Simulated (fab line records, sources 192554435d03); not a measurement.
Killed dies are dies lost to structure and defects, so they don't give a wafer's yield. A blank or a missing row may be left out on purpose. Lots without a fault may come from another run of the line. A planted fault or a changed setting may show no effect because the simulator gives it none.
fab line records | flow n5_finfet | part 1 of 2: steps 1 to 4 of 6
record lots=22 wafers=66 last_day=18
route steps=1938 shown SD_EPI_P@310 SDB@356 DUMMY_REMOVAL@378 HKMG_FIN@434
lots that met no fault: from a run of the same line without faults
start_h: hours from the record's first day to the start of the lot's first wafer shown | wait_h: hours since the lot's step before | " the same as in the row above | L1.1+2: a row that stands for several wafers | - no value, or no start given | * or withheld: withheld | < > ~ a bound
route shown NAME@n: a module of which the file shows steps, and the number in the route of the first | usual: mean/standard deviation of fault-free wafers | same: alike in all rows | chamber/n: place in a boat | sites: the reading at each site | _std_site: their standard deviation | _edge_site: outer sites' mean less inner sites' | radius_mm: how far each site lies from the wafer's centre | mask NAME#n: copy n | behind: the tool/chamber that last shaped the wafer | hold: why the lot was held/for how many hours/how that ended | device: the transistor (n, p or np) that didn't switch | end of line: the same wafers' tests at the end of the route | a step without rows: its recipe alone | killed: dies lost to structure and defects at the first sort, not the wafer's yield | map: a wafer's dies, x killed, . not, _ none there
set.NAME: the setting as run; set.NAME@STEP: as run at that earlier step | model.NAME: the simulator's own value behind a step, which no gauge read
steps of the route over a sample of lots; a table a step, a row a wafer
services: from which hour (start_h, from the record's first day; less than 0 if before it) a tool's chamber was out of use, for how many hours, and why
## steps
# step N5_SD_EPI_P_ETCHBACK_46
# recipe chemistry=CH3F/O2 mode=anisotropic_etchback target=SiNx target_depth_a=175 stop_on=SiO2 over_etch_frac=0.3 ion_energy_ev=120 pressure_mtorr=30 source_w=395 bias_w=73 Ar_flow_sccm=150 CH3F_flow_sccm=30 O2_flow_sccm=20
# usual O2_flow_sccm=19.99/0.061 drypump_motor_current_A=5.5/0.4 oes_product_au=0.67/0.071 rf_vpp_V=296/5.8 showerhead_plenum_p_Torr=1.98/0.071 throttle_valve_pct=16.22/0.21
# columns lot.wafer tool chamber start_h wait_h O2_flow_sccm drypump_motor_current_A oes_product_au rf_hours_counter_h rf_vpp_V showerhead_plenum_p_Torr throttle_valve_pct
L074.2 rie_diel-03 3 54.57 0.0 19.92 5.7 0.61 199 288 1.99 16.47
L074.5 " 2 " " 20.02 5.0 0.61 - 308 2.04 16.32
L074.6 " 3 " " 19.98 5.7 0.61 - 288 1.99 16.49
L075.3 rie_diel-04 2 59.58 0.0 20.04 6.2 0.80 12 300 2.06 15.86
L075.4 " 1 " " 19.97 5.7 0.68 107 293 1.85 16.07
L075.6 " 3 " " 19.93 5.1 0.62 - 291 1.92 16.25
L076.1 rie_diel-04 0 66.28 0.0 19.98 5.8 0.61 210 298 1.97 16.54
L076.3 " 1 " " 19.99 5.7 0.67 110 292 1.85 16.07
L076.5 " 1 " " 19.88 5.6 0.68 - 293 1.85 16.07
L077.1 rie_diel-01 3 73.00 0.0 19.95 5.6 0.69 117 304 2.10 16.14
L077.2 " 0 " " 19.98 5.0 0.60 229 293 1.99 16.50
L077.3 " 1 " " 19.89 5.8 0.75 43 289 1.96 16.04
L078.1 rie_diel-01 2 81.60 0.0 20.02 5.2 0.69 102 300 1.94 16.20
L078.5 " 0 " " 19.94 5.0 0.60 - 295 1.99 16.49
L078.6 " 3 " " 19.92 5.6 0.68 - 306 2.10 16.17
L079.3 rie_diel-01 3 83.24 0.0 20.00 5.6 0.67 120 303 2.10 16.17
L079.5 " 0 " " 20.08 4.9 0.60 - 294 1.99 16.49
L079.6 " 3 " " 20.01 5.6 0.67 - 304 2.10 16.16
L081.3 rie_diel-04 2 94.72 0.0 20.06 6.2 0.78 23 300 2.06 15.89
L081.4 " 1 " " 20.04 5.7 0.66 - 291 1.84 16.07
L081.5 " 3 " " 19.86 5.2 0.61 - 291 1.91 16.25
L082.2 rie_diel-01 0 101.15 0.0 20.07 4.9 0.60 237 294 1.99 16.49
L082.3 " 2 " " 20.02 5.2 0.69 107 300 1.94 16.20
L082.6 " 0 " " 20.03 5.0 0.60 - 293 1.99 16.49
L083.2 rie_diel-01 3 107.52 0.0 20.00 5.6 0.67 128 302 2.10 16.18
L083.5 " 0 " " 19.94 4.9 0.60 - 293 1.99 16.52
L083.6 " 1 " " 19.99 5.7 0.75 - 290 1.96 16.05
L085.1 rie_diel-01 2 126.26 0.0 19.99 5.2 0.68 115 302 1.93 16.23
L085.3 " 3 " " 19.96 5.6 0.66 133 304 2.10 16.20
L085.4 " 1 " " 20.06 5.8 0.74 58 289 1.96 16.08
L086.2 rie_diel-01 2 135.83 0.0 20.03 5.2 0.68 118 301 1.93 16.23
L086.4 " 1 " " 19.96 5.8 0.75 60 289 1.96 16.06
L086.5 " 1 " " 19.94 5.8 0.74 - 288 1.96 16.06
L087.1 rie_diel-03 3 139.63 0.0 20.00 5.7 0.59 223 289 1.99 16.54
L087.4 " 1 " " 20.00 6.3 0.60 228 302 2.06 16.72
L087.5 " 2 " " 19.93 5.0 0.59 - 308 2.03 16.36
L088.2 rie_diel-01 1 143.11 0.0 19.82 5.7 0.73 63 288 1.96 16.06
L088.5 " 0 " " 20.10 4.9 0.59 - 294 1.98 16.50
L088.6 " 3 " " 19.96 5.6 0.67 - 304 2.10 16.19
L089.1 rie_diel-01 1 148.22 0.0 19.98 5.8 0.74 65 288 1.96 16.09
L089.4 " 3 " " 20.01 5.6 0.66 - 303 2.10 16.20
L089.6 " 2 " " 20.00 5.2 0.68 - 300 1.93 16.24
L090.2 rie_diel-04 2 158.23 0.0 20.00 6.2 0.75 42 300 2.05 15.93
L090.4 " 1 " " 19.93 5.7 0.65 134 292 1.84 16.09
L090.5 " 1 " " 19.93 5.7 0.66 - 290 1.84 16.11
L091.2 rie_diel-01 0 161.25 0.0 19.98 5.0 0.85 0 294 1.98 15.99
L091.5 " 0 " " 20.01 4.9 0.85 - 293 1.98 15.98
L091.6 " 1 " " 20.06 5.8 0.73 - 289 1.96 16.09
L092.4 rie_diel-01 1 162.95 0.0 20.05 5.7 0.74 72 289 1.96 16.10
L092.5 " 1 " " 19.97 5.8 0.73 - 289 1.95 16.09
L092.6 " 2 " " 19.87 5.2 0.67 - 300 1.93 16.24
L093.1 rie_diel-03 1 170.89 0.0 20.03 6.3 0.60 239 301 2.06 16.75
L093.2 " 3 " " 20.15 5.7 0.58 235 289 1.98 16.53
L093.6 " 2 " " 19.98 5.1 0.83 - 311 2.03 15.90
L094.1 rie_diel-04 0 173.66 0.0 19.90 5.8 0.60 240 297 1.96 16.58
L094.4 " 2 " " 20.10 6.2 0.76 45 299 2.05 15.92
L094.5 " 1 " " 19.97 5.7 0.65 - 292 1.84 16.13
L095.1 rie_diel-04 1 181.18 0.0 20.00 5.6 0.65 140 292 1.84 16.12
L095.3 " 0 " " 20.07 5.8 0.60 242 297 1.96 16.59
L095.4 " 2 " " 20.11 6.2 0.75 48 300 2.05 15.94
L096.3 rie_diel-04 3 186.60 0.0 19.91 5.2 0.60 208 292 1.91 16.32
L096.4 " 1 " " 20.01 5.7 0.65 142 290 1.84 16.12
L096.6 " 3 " " 19.96 5.2 0.59 - 293 1.90 16.31
L097.2 rie_diel-01 1 199.23 0.0 20.04 5.7 0.72 79 288 1.95 16.10
L097.3 " 2 " " 20.00 5.2 0.66 138 299 1.93 16.26
L097.5 " 1 " " 20.05 5.7 0.72 - 289 1.95 16.10
# step N5_SDB_CD_MEAS_11
# recipe target_cd_nm=50 landing_energy_ev=500 detector=se_inlens polarity=opening
# usual cd_nm=50.1/1.1
# columns lot.wafer tool chamber start_h wait_h cd_nm
L074.2 cd_sem-03 0 65.70 - 48.8
L074.5 " 0 " " 50.1
L074.6 " 0 " " 48.9
L075.3 cd_sem-03 0 70.27 - 49.0
L075.4 " 0 " " 49.1
L075.6 " 0 " " 49.6
L076.1 cd_sem-01 0 77.07 - 49.0
L076.3 " 0 " " 49.5
L076.5 " 0 " " 49.9
L077.1 cd_sem-02 0 83.89 - 50.2
L077.2 " 0 " " 51.7
L077.3 " 0 " " 50.6
L078.1 cd_sem-03 0 92.46 - 51.9
L078.5 " 0 " " 51.0
L078.6 " 0 " " 51.7
L079.3 cd_sem-03 0 94.77 - 50.2
L079.5 " 0 " " 50.4
L079.6 " 0 " " 49.5
L081.3 cd_sem-01 0 105.85 - 50.2
L081.4 " 0 " " 50.0
L081.5 " 0 " " 50.6
L082.2 cd_sem-03 0 112.13 - 49.6
L082.3 " 0 " " 49.8
L082.6 " 0 " " 51.2
L083.2 cd_sem-02 0 118.79 - 49.4
L083.5 " 0 " " 49.2
L083.6 " 0 " " 49.5
L085.1 cd_sem-02 0 137.35 - 50.7
L085.3 " 0 " " 50.1
L085.4 " 0 " " 51.2
L086.2 cd_sem-01 0 147.49 - 51.2
L086.4 " 0 " " 48.9
L086.5 " 0 " " 49.6
L087.1 cd_sem-02 0 164.97 - 51.3
L087.4 " 0 " " 49.3
L087.5 " 0 " " 50.1
L088.2 cd_sem-03 0 165.13 - 49.5
L088.5 " 0 " " 47.7
L088.6 " 0 " " 48.9
L089.1 cd_sem-03 0 167.17 - 48.9
L089.4 " 0 " " 49.4
L089.6 " 0 " " 49.6
L090.2 cd_sem-01 0 170.92 - 48.7
L090.4 " 0 " " 49.2
L090.5 " 0 " " 48.6
L091.2 cd_sem-03 0 171.93 - 51.6
L091.5 " 0 " " 50.1
L091.6 " 0 " " 50.5
L092.4 cd_sem-01 0 175.30 - 51.5
L092.5 " 0 " " 50.9
L092.6 " 0 " " 50.7
L093.1 cd_sem-02 0 182.63 - 50.0
L093.2 " 0 " " 50.8
L093.6 " 0 " " 50.1
L094.1 cd_sem-03 0 185.79 - 50.3
L094.4 " 0 " " 51.3
L094.5 " 0 " " 51.2
L095.1 cd_sem-02 0 192.91 - 50.4
L095.3 " 0 " " 51.4
L095.4 " 0 " " 50.3
L096.3 cd_sem-02 0 198.28 - 49.3
L096.4 " 0 " " 48.0
L096.6 " 0 " " 48.4
L097.2 cd_sem-01 0 209.90 - 49.3
L097.3 " 0 " " 49.9
L097.5 " 0 " " 50.5
# step N5_SDB_ETCH_18
# recipe chemistry=N2/H2 target=SOC target_depth_a=1000 overetch_a=200 mask_material=SiARC temp_c=40 time_s=150 ion_energy_ev=200 pressure_mtorr=30 source_w=840 bias_w=150 n2_flow_sccm=200 h2_flow_sccm=200
# usual drypump_motor_current_A=5.5/0.52 oes_product_au=0.71/0.078 rf_vpp_V=524.0/2.4 showerhead_plenum_p_Torr=2.55/0.083 throttle_valve_pct=17.65/0.28
# columns lot.wafer tool chamber start_h wait_h drypump_motor_current_A oes_product_au rf_hours_counter_h rf_vpp_V showerhead_plenum_p_Torr throttle_valve_pct
L074.2 rie_diel-02 2 65.86 0.0 5.3 0.88 1 525.9 2.71 17.19
L074.5 " 1 " " 6.0 0.68 - 527.1 2.64 17.93
L074.6 " 2 " " 5.4 0.88 - 527.8 2.71 17.18
L075.3 rie_diel-02 2 70.46 0.0 5.4 0.87 4 528.6 2.71 17.18
L075.4 " 3 " " 5.8 0.75 72 526.1 2.58 17.61
L075.6 " 2 " " 5.4 0.87 - 528.3 2.71 17.17
L076.1 rie_diel-05 3 77.23 0.0 5.4 0.64 205 523.6 2.53 17.83
L076.3 " 1 " " 4.9 0.61 233 523.3 2.50 17.51
L076.5 " 1 " " 4.9 0.62 - 522.6 2.50 17.50
L077.1 rie_diel-05 2 84.05 0.0 5.6 0.75 72 523.7 2.57 17.63
L077.2 " 1 " " 4.8 0.62 235 523.5 2.50 17.51
L077.3 " 3 " " 5.4 0.64 208 523.6 2.53 17.83
L078.1 rie_diel-06 3 92.62 0.0 6.6 0.65 185 525.9 2.62 17.90
L078.5 " 2 " " 6.4 0.64 - 521.7 2.41 18.25
L078.6 " 1 " " 5.1 0.61 - 522.6 2.51 17.74
L079.3 rie_diel-02 0 94.92 0.0 5.7 0.78 40 524.0 2.48 17.30
L079.5 " 0 " " 5.7 0.78 - 522.1 2.48 17.29
L079.6 " 3 " " 5.8 0.74 - 525.3 2.58 17.61
L081.3 rie_diel-06 2 106.01 0.0 6.4 0.63 212 518.8 2.40 18.28
L081.4 " 1 " " 5.1 0.61 227 524.3 2.51 17.74
L081.5 " 0 " " 5.0 0.82 - 528.3 2.71 17.41
L082.2 rie_diel-05 3 112.47 0.0 5.4 0.63 217 524.3 2.52 17.83
L082.3 " 2 " " 5.6 0.74 81 524.4 2.57 17.65
L082.6 " 2 " " 5.6 0.75 - 524.4 2.57 17.63
L083.2 rie_diel-06 3 119.08 0.0 6.6 0.65 196 526.4 2.61 17.90
L083.5 " 2 " " 6.4 0.63 - 520.1 2.40 18.28
L083.6 " 3 " " 6.6 0.65 - 524.4 2.61 17.90
L085.1 rie_diel-05 2 137.50 0.0 5.6 0.73 90 524.1 2.57 17.66
L085.3 " 3 " " 5.4 0.62 227 522.9 2.52 17.86
L085.4 " 3 " " 5.4 0.63 - 522.5 2.52 17.85
L086.2 rie_diel-05 2 147.72 0.0 5.6 0.72 96 524.6 2.56 17.65
L086.4 " 1 " " 4.9 0.87 2 522.9 2.50 17.10
L086.5 " 2 " " 5.6 0.72 - 523.5 2.56 17.65
L087.1 rie_diel-05 3 165.12 0.0 5.4 0.62 237 521.6 2.52 17.87
L087.4 " 0 " " 5.3 0.73 95 521.8 2.46 17.61
L087.5 " 1 " " 4.8 0.85 - 520.3 2.49 17.11
L088.2 rie_diel-06 2 165.48 0.0 6.4 0.63 232 520.6 2.40 18.32
L088.5 " 3 " " 6.6 0.65 - 526.5 2.61 17.93
L088.6 " 0 " " 5.0 0.79 - 527.8 2.70 17.42
L089.1 rie_diel-06 1 167.33 0.0 5.1 0.60 248 523.5 2.50 17.79
L089.4 " 0 " " 5.0 0.80 48 529.0 2.70 17.43
L089.6 " 3 " " 6.6 0.64 - 524.2 2.60 17.94
L090.2 rie_diel-02 0 171.08 0.0 5.7 0.76 64 520.9 2.47 17.34
L090.4 " 1 " " 6.0 0.64 211 526.6 2.62 17.98
L090.5 " 0 " " 5.7 0.75 - 521.6 2.47 17.33
L091.2 rie_diel-02 3 172.30 0.0 5.8 0.72 107 525.9 2.56 17.66
L091.5 " 1 " " 6.0 0.64 - 526.8 2.62 17.97
L091.6 " 0 " " 5.7 0.75 - 520.6 2.47 17.34
L092.4 rie_diel-06 3 175.58 0.1 6.7 0.64 - 526.9 2.60 17.95
L092.5 " 0 " " 5.0 0.80 - 528.9 2.70 17.43
L092.6 " 1 " " 5.1 0.60 - 523.5 2.50 17.80
L093.1 rie_diel-06 0 182.79 0.0 5.0 0.79 55 527.3 2.70 17.46
L093.2 " 1 " " 5.1 0.60 256 523.8 2.50 17.80
L093.6 " 3 " " 6.6 0.64 - 526.2 2.60 17.94
L094.1 rie_diel-05 0 185.95 0.0 5.3 0.72 104 520.8 2.46 17.62
L094.4 " 2 " " 5.6 0.72 110 523.3 2.56 17.69
L094.5 " 0 " " 5.3 0.73 - 520.9 2.46 17.65
L095.1 rie_diel-05 1 193.07 0.0 4.9 0.82 18 521.8 2.49 17.13
L095.3 " 2 " " 5.6 0.72 112 526.3 2.56 17.71
L095.4 " 3 " " 5.4 0.62 247 522.9 2.51 17.90
L096.3 rie_diel-02 0 199.42 0.0 5.7 0.74 74 522.1 2.47 17.36
L096.4 " 1 " " 6.0 0.64 221 525.7 2.62 17.98
L096.6 " 1 " " 6.1 0.64 - 526.7 2.62 18.00
L097.2 rie_diel-05 0 210.55 0.0 5.3 0.71 117 523.1 2.46 17.67
L097.3 " 2 " " 5.6 0.70 122 525.2 2.55 17.70
L097.5 " 0 " " 5.3 0.71 - 520.3 2.46 17.66
# step N5_DUMMY_REMOVAL_STRIP_10
# recipe chemistry=N2/H2 time_s=40 power_w=100 temp_c=40 pressure_mtorr=100 rf_frequency_hz=6e+07 bias_power_w=3 n2_flow_sccm=300 h2_flow_sccm=300
# usual drypump_motor_current_A=5.7/0.43 oes_product_au=0.74/0.09 rf_vpp_V=45.2/0.82 showerhead_plenum_p_Torr=3.34/0.11 throttle_valve_pct=12.2/0.33
# columns lot.wafer tool chamber start_h wait_h drypump_motor_current_A oes_product_au rf_hours_counter_h rf_vpp_V showerhead_plenum_p_Torr throttle_valve_pct
L074.2 rie_diel-01 0 69.72 0.0 5.0 0.70 229 45.6 3.35 12.4
L074.5 " 0 " " 5.0 0.70 - 45.1 3.35 12.4
L074.6 " 1 " " 5.8 0.90 - 44.4 3.32 11.9
L075.3 rie_diel-03 0 74.31 0.0 6.0 0.70 205 44.9 3.33 12.0
L075.4 " 2 " " 5.0 0.68 229 44.6 3.48 12.3
L075.6 " 0 " " 6.0 0.70 - 44.9 3.33 12.1
L076.1 rie_diel-03 0 81.08 0.0 6.1 0.69 206 45.8 3.33 12.1
L076.3 " 2 " " 5.1 0.69 231 43.4 3.48 12.3
L076.5 " 3 " " 5.7 0.69 - 46.0 3.37 12.4
L077.1 rie_diel-03 3 87.90 0.0 5.7 0.69 208 47.1 3.37 12.5
L077.2 " 2 " " 5.0 0.69 233 45.6 3.48 12.3
L077.3 " 1 " " 6.3 0.70 211 46.7 3.47 12.7
L078.1 rie_diel-03 0 96.80 0.0 6.1 0.70 211 44.5 3.33 12.1
L078.5 " 0 " " 6.0 0.70 - 46.1 3.33 12.1
L078.6 " 3 " " 5.7 0.69 - 44.4 3.37 12.5
L079.3 rie_diel-04 0 99.01 0.0 5.8 0.70 216 45.3 3.34 12.6
L079.5 " 1 " " 5.7 0.79 - 45.0 3.12 11.9
L079.6 " 0 " " 5.8 0.70 - 46.8 3.34 12.6
L081.3 rie_diel-01 1 110.02 0.0 5.8 0.88 52 45.7 3.31 11.9
L081.4 " 0 " " 4.9 0.69 240 44.5 3.34 12.4
L081.5 " 1 " " 5.8 0.88 - 44.5 3.31 11.9
L082.2 rie_diel-04 3 117.21 0.0 5.2 0.70 186 44.7 3.23 12.1
L082.3 " 2 " " 6.2 0.92 29 44.5 3.43 11.7
L082.6 " 0 " " 5.8 0.69 - 43.8 3.34 12.6
L083.2 rie_diel-04 0 122.93 0.0 5.8 0.70 225 45.0 3.34 12.6
L083.5 " 1 " " 5.7 0.77 - 45.5 3.12 12.0
L083.6 " 0 " " 5.8 0.69 - 46.0 3.34 12.6
L085.1 rie_diel-03 2 142.06 0.0 5.0 0.68 250 45.8 3.47 12.4
L085.3 " 0 " " 6.0 0.69 226 45.8 3.32 12.1
L085.4 " 3 " " 5.7 0.69 224 44.9 3.36 12.5
L086.2 rie_diel-03 0 151.78 0.0 6.0 0.68 230 45.2 3.32 12.1
L086.4 " 1 " " 6.3 0.69 - 45.2 3.46 12.7
L086.5 " 0 " " 6.1 0.68 - 45.8 3.32 12.1
L087.1 rie_diel-03 0 168.99 0.0 6.1 0.68 236 46.9 3.32 12.1
L087.4 " 3 " " 5.7 0.68 235 44.8 3.35 12.5
L087.5 " 3 " " 5.7 0.67 - 45.3 3.35 12.5
L088.2 rie_diel-04 2 170.27 0.0 6.2 0.89 45 45.7 3.43 11.7
L088.5 " 2 " " 6.2 0.89 - 46.3 3.43 11.7
L088.6 " 3 " " 5.2 0.69 - 44.6 3.22 12.2
L089.1 rie_diel-03 2 171.23 0.0 5.0 0.98 2 44.1 3.47 11.7
L089.4 " 3 " " 5.7 0.68 235 45.3 3.35 12.5
L089.6 " 1 " " 6.3 0.69 - 45.8 3.46 12.7
L090.2 rie_diel-03 2 175.03 0.0 5.0 0.96 3 44.6 3.47 11.7
L090.4 " 0 " " 6.0 0.68 238 46.0 3.32 12.1
L090.5 " 3 " " 5.7 0.67 - 44.8 3.35 12.5
L091.2 rie_diel-03 1 176.15 0.0 6.3 0.68 240 46.0 3.46 12.7
L091.5 " 1 " " 6.3 0.67 - 45.5 3.46 12.7
L091.6 " 0 " " 6.0 0.67 - 45.7 3.32 12.2
L092.4 rie_diel-04 3 179.55 0.0 5.2 0.69 205 44.1 3.22 12.2
L092.5 " 0 " " 5.8 0.68 - 44.8 3.33 12.6
L092.6 " 3 " " 5.2 0.69 - 44.0 3.22 12.2
L093.1 rie_diel-04 1 187.26 0.0 5.7 0.76 142 45.1 3.11 12.0
L093.2 " 3 " " 5.2 0.68 208 44.5 3.22 12.2
L093.6 " 1 " " 5.7 0.77 - 44.0 3.11 12.0
L094.1 rie_diel-04 3 189.87 0.0 5.2 0.69 208 45.0 3.22 12.2
L094.4 " 1 " " 5.6 0.77 142 44.3 3.11 12.0
L094.5 " 3 " " 5.2 0.69 - 45.0 3.22 12.2
L095.1 rie_diel-01 2 196.95 0.0 5.2 0.77 138 44.6 3.24 12.1
L095.3 " 3 " " 5.6 0.75 156 45.4 3.52 12.2
L095.4 " 0 " " 5.0 0.94 10 46.4 3.33 11.9
L096.3 rie_diel-03 1 205.29 0.0 6.3 0.68 248 46.3 3.45 12.7
L096.4 " 2 " " 5.1 0.95 11 44.8 3.46 11.8
L096.6 " 1 " " 6.3 0.68 - 45.5 3.45 12.7
L097.2 rie_diel-04 0 215.11 0.0 5.8 0.68 249 44.1 3.32 12.7
L097.3 " 3 " " 5.2 0.68 213 45.7 3.21 12.2
L097.5 " 2 " " 6.2 0.86 - 46.9 3.42 11.7
